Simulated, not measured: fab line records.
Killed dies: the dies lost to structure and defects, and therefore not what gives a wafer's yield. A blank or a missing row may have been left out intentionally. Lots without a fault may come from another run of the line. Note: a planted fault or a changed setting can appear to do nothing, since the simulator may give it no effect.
Comparing a struck lot with a sound one | flow n5Finfet | 43 out of 1938 route steps
Sound: wafers L557.3, L557.4, L557.6. Struck: wafer L566.1. (L566.4 of the same lot was not struck and is left out.) The cause comes at the end.
Order at every step that has rows: each side's tool, ch and its chambers, its first start. Under that, the readings that differ: sound wafers | struck wafers | difference of the means | sigmas: that difference in standard deviations of wafers without a fault.
alike: readings with means less than 2 such deviations apart, plus words and numbers identical on both sides. not compared: withheld readings, readings lacking a value on some wafer, bounds such as >300 that could conceal the same value, and numbers that have no deviation in the record and whose values overlap.
A row with sigmas, a row that says differs or no value, or rows on one side alone: a step with any of these is where the two part. When numbers do not overlap yet have no deviation, they are printed without sigmas and do not part them. A reading missing from all wafers of one side parts the sides only when that side holds two or more wafers.

N5_SDB_INSPECT_36: inspects for defects (darkfield).
  sound: defectInspect-02 at day 5 17:46; struck: defectInspect-02 at day 7 20:50
reading        | sound    | struck | difference | sigmas
rawDefectCount | 42 21 42 | 61     | +26        | +2
then, 4 steps without rows for these wafers: N5_DUMMY_REMOVAL_HM_STRIP_01 (strips SiNx in CH3F/O2, stops on poly-Si, target depth 4 nm, time 6.8 s); N5_DUMMY_REMOVAL_STRIP_10 (strips in N2/H2, time 40 s); N5_DUMMY_REMOVAL_PRECLEAN_07 (cleans in dHF, time 30 s); N5_DUMMY_REMOVAL_DUMMY_REMOVE_02 (chemistry TMAH, target poly-Si, stops on SiO2, target depth 142 nm, time 57 s, rinse time 30 s).
N5_DUMMY_REMOVAL_INSPECT_06: inspects for defects (brightfield).
  sound: defectInspect-02 at day 5 18:02; struck: defectInspect-01 at day 7 21:04
  alike: rawDefectCount
then, 4 steps without rows for these wafers: N5_DUMMY_REMOVAL_PRECLEAN_08 (cleans in NF3:NH3, afs cycles 2, time 20 s, sublimation time 60 s); N5_DUMMY_REMOVAL_PRECLEAN_04 (cleans in DHF, time 37 s); N5_DUMMY_REMOVAL_SRD_05 (time 30 s); N5_HKMG_FIN_IL_REGROW_00 (material SiO2, chemistry O3, target thk 0.75 nm, time 30 s).
N5_HKMG_FIN_HK_ALD_01: deposits HfO2, target thk 1.6 nm, pulse time 3 s, purge time 3 s.
  sound on aldHk-02 ch 0,1,2, day 5 18:23; struck on aldHk-01 ch 0, day 7 21:25
  alike: precursorPulseHeightRel
then, 1 step without rows for these wafers: N5_HKMG_FIN_HK_ANNEAL_02 (time 30 s).
N5_HKMG_FIN_ALD_74: deposits La2O3, target thk 0.5 nm, pulse time 6 s, co reactant pulse time 1 s.
  sound on aldHk-02 ch 0,1, day 5 18:47; struck on aldHk-02 ch 2, day 7 22:02
reading                 | sound             | struck | difference | sigmas
precursorPulseHeightRel | 1.005 1.008 1.021 | 0.956  | -0.055     | -3
  alike: heaterPowerW, susceptorTempC
N5_HKMG_FIN_ALD_75: deposits Al2O3, target thk 1 nm, co reactant pulse time 1 s.
  sound on aldHk-02 ch 0,1, day 5 18:52; struck on aldHk-02 ch 2, day 7 22:12
  alike: heaterPowerW, precursorPulseHeightRel, susceptorTempC
then, 8 steps without rows for these wafers: N5_HKMG_FIN_COAT_41 (time 60 s, resist thk 300 nm); N5_HKMG_FIN_COAT_42 (time 60 s, resist thk 35 nm); N5_HKMG_FIN_COAT_43 (resist thk 90 nm); N5_HKMG_FIN_EBR_45; N5_HKMG_FIN_SOFTBAKE_44 (time 60 s); N5_HKMG_FIN_EXPOSE_46 (exposes mask NDIPOLE); N5_HKMG_FIN_PEB_47 (peb time 60 s); N5_HKMG_FIN_DEVELOP_48 (develop time 30 s).
N5_HKMG_FIN_CD_MEAS_49 targets a cd of 202 nm.
  sound on cdSem-02 ch 0, day 5 19:20; struck on cdSem-01 ch 0, day 7 22:44
  alike: cdNm
N5_HKMG_FIN_OVL_MEAS_50:
  sound on overlay-01 ch 0, day 5 19:22; struck on overlay-01 ch 0, day 7 22:46
  alike: NDIPOLE_OVL
N5_HKMG_FIN_INSPECT_61: inspects for defects (macro).
  sound: defectInspect-02 at day 5 19:23; struck: defectInspect-01 at day 7 22:47
  alike: rawDefectCount
then, 2 steps without rows for these wafers: N5_HKMG_FIN_DESCUM_53 (chemistry O2, time 7.9 s); N5_HKMG_FIN_ETCH_54 (etches SiARC in CF4, target depth 45.5 nm, time 75.8 s).
N5_HKMG_FIN_ETCH_55: etches SOC in N2/H2, target depth 240 nm, time 300 s.
  sound on rieDiel-06 ch 0,1, day 5 19:31; struck on rieDiel-01 ch 3, day 7 23:01
  alike: chamberPressureMTorr, drypumpMotorCurrentA, oesProductAu, rfVppV, showerheadPlenumPTorr, throttleValvePct
  not compared: rfHoursCounterH
then, 2 steps without rows for these wafers: N5_HKMG_FIN_STRIP_56 (strips in N2/H2); N5_HKMG_FIN_STRIP_57 (strips in CF4).
N5_HKMG_FIN_ETCH_58: etches SOC in N2/H2, target depth 215.8 nm, time 741 s.
  sound on rieDiel-06 ch 0,1, day 5 19:43; struck on rieDiel-01 ch 3, day 7 23:13
  alike: chamberPressureMTorr, drypumpMotorCurrentA, oesProductAu, rfVppV, showerheadPlenumPTorr, throttleValvePct
  not compared: rfHoursCounterH
then, 6 steps without rows for these wafers: N5_HKMG_FIN_STRIP_93 (strips SOC in N2/H2, time 20 s); N5_HKMG_FIN_WET_ETCH_76 (etches Al2O3 in dNH4OH, stops on La2O3, target depth 2.25 nm, rinse time 30 s); N5_HKMG_FIN_STRIP_60 (strips in N2/H2, time 360 s); N5_HKMG_FIN_WET_ETCH_77 (etches La2O3 in dHCl, stops on HfO2, target depth 2 nm); N5_HKMG_FIN_WET_ETCH_78 (etches Al2O3 in dNH4OH, stops on La2O3, target depth 4.5 nm, rinse time 30 s); N5_HKMG_FIN_ALD_79 (deposits TiN, target thk 1.5 nm, pulse time 1 s, purge time 3 s).
N5_HKMG_FIN_CVD_62: deposits a-Si from Si2H6, target thk 3 nm, time 20.8 s.
  sound on thermalCvdSi-01 ch 1,2, day 5 21:12; struck on thermalCvdSi-02 ch 0, day 8 00:40
  alike: chamberPressureTorr, heaterPowerW, susceptorTempC
then, 4 steps without rows for these wafers: N5_HKMG_FIN_RTA_80 (time 2 s); N5_HKMG_FIN_PRECLEAN_64 (cleans in dHF, time 30 s); N5_HKMG_FIN_WET_ETCH_65 (etches a-Si in TMAH, stops on TiN, time 49 s, target depth 3 nm); N5_HKMG_FIN_WET_ETCH_81 (etches TiN in SC1, stops on HfO2, time 57 s, target depth 6 nm).
-- a jump in the record: the struck wafers' starts before and after are 4 days apart (it breaks off in module HKMG_FIN and resumes in module BEOL_M4, where the first step shown is number 1111 of the route) --
N5_BEOL_M4_RC_MEAS_101:
  sound on prober-01 ch 0, day 9 22:35; struck on prober-01 ch 0, day 11 22:05
reading        | sound                | struck | difference | sigmas
VT_N_LVT (mV)  | 97 103 102           | 83     | -18        | -5
VT_P_LONG (mV) | -277.3 -275.9 -275.5 | -285.8 | -9.6       | -3
  alike: DIBL_N, DIBL_P, IOFF_N, IOFF_P, ION_N, ION_P, SS_N, SS_P, VT_N, VT_P

WHERE THEY PART
First at N5_SDB_INSPECT_36; last, within this record, at N5_BEOL_M4_RC_MEAS_101.

WHY: whatever the simulator had introduced
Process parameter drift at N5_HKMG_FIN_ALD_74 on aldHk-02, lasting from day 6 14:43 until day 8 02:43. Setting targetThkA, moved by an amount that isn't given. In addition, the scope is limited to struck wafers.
